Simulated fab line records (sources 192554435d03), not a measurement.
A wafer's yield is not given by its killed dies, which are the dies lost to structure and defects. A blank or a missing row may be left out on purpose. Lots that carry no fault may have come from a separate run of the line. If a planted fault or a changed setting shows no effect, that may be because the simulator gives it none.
8D (eight disciplines) problem report, filled in by code / flow n5_finfet / the parts of the form that need people (team, actions taken, sign-off) are left out

1. WHAT IS WRONG
Mean of rf_fwd_power_W at N5_FIN_SAQP_ETCH_69: 1355.7 W across 6 wafers in 2 lots; on wafers with no fault it is 844.2 W (standard deviation 3). So: +99 or more standard deviations from the usual mean.
The step: etches SOC in N2/H2, stops on SiNx, target depth 150 nm.
The first sign was on wafer L586.1 at day 5 07:24, on rie_diel-03. At this step, 33 wafers from 11 lots have a number in the record. Rule for "out" (also "out of limits"): further than 4 standard deviations from the usual mean. All remaining wafers that have a number are taken as sound.

2. WHAT IT IS, WHAT IT ISN'T
question=which readings at this step | is=rf_fwd_power_W, rf_vpp_V | is not=drypump_motor_current_A, oes_product_au, showerhead_plenum_p_Torr, throttle_valve_pct
question=which lots | is=L586, L590 | is not=L574, L575, L576, L577, L578, L579, L591, L593, L596
question=which wafers of those lots | is=all that have a number | is not=-
question=read on which tools | is=rie_diel-03 | is not=rie_diel-01, rie_diel-05
question=when | is=from day 5 07:24 | is not=up to then (18 sound wafers); but 9 sound wafers of L591, L593, L596 came after

3. THE SUSPECTS, EACH WITH WHAT RULES IT OUT
Counting: a tool at any process step up to the reading remains a suspect when it ran all the lots that are out and ran no sound lot after the first of those.
- rie_si-03 at N5_FIN_SAQP_MANDREL1_REMOVE_56 (chemistry HBr/Cl2/O2, target a-Si, stops on SiNx, bt time 10 s): kept. Every lot that is out went through it, starting with L586 (day 5 06:32), and after that it ran no sound lot; the last sound lot it ran before then is L577 (day 3 01:38).
- rie_diel-03 at N5_FIN_SAQP_ETCH_69 (etches SOC in N2/H2, stops on SiNx, target depth 150 nm): kept. Every lot that is out went through it, starting with L586 (day 5 07:24), and after that it ran no sound lot; the last sound lot it ran before then is L579 (day 3 15:55). Out on those wafers are its own readings of rf_fwd_power_W, rf_vpp_V.
Remaining after the count are rie_si-03 at N5_FIN_SAQP_MANDREL1_REMOVE_56 and rie_diel-03 at N5_FIN_SAQP_ETCH_69.

4. THE CAUSE (what the simulator had put in)
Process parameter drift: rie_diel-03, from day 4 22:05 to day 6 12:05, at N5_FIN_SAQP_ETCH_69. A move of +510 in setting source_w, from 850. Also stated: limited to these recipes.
Counting leaves 2 suspects; this tool is one of them.

5. THE EFFECT CHAIN, in route order
Rows list readings where the struck wafers' mean (over those with a number) sits beyond 3 standard deviations from the usual. Scope: only readings with a usual standard deviation given in the record; hours: median across lots of the time from each lot's start at the first step in this table that gives one to its start at this step; sigmas: change in usual standard deviations.
hours=0; step=N5_FIN_SAQP_ETCH_69; reading=rf_fwd_power_W; usual=844.2 W; on struck wafers=1355.7; change=+511.5; sigmas=+99 or more
hours=0; step=N5_FIN_SAQP_ETCH_69; reading=rf_vpp_V; usual=240.8 V; on struck wafers=205.7; change=-35.1; sigmas=-22
Its process steps:
- N5_FIN_SAQP_ETCH_69: etches SOC in N2/H2, stops on SiNx, target depth 150 nm.

6. HOW IT WOULD HAVE BEEN CAUGHT EARLIER
In this record the first reading out of limits was taken at day 5 07:24, 9 hours after the fault began at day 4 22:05.
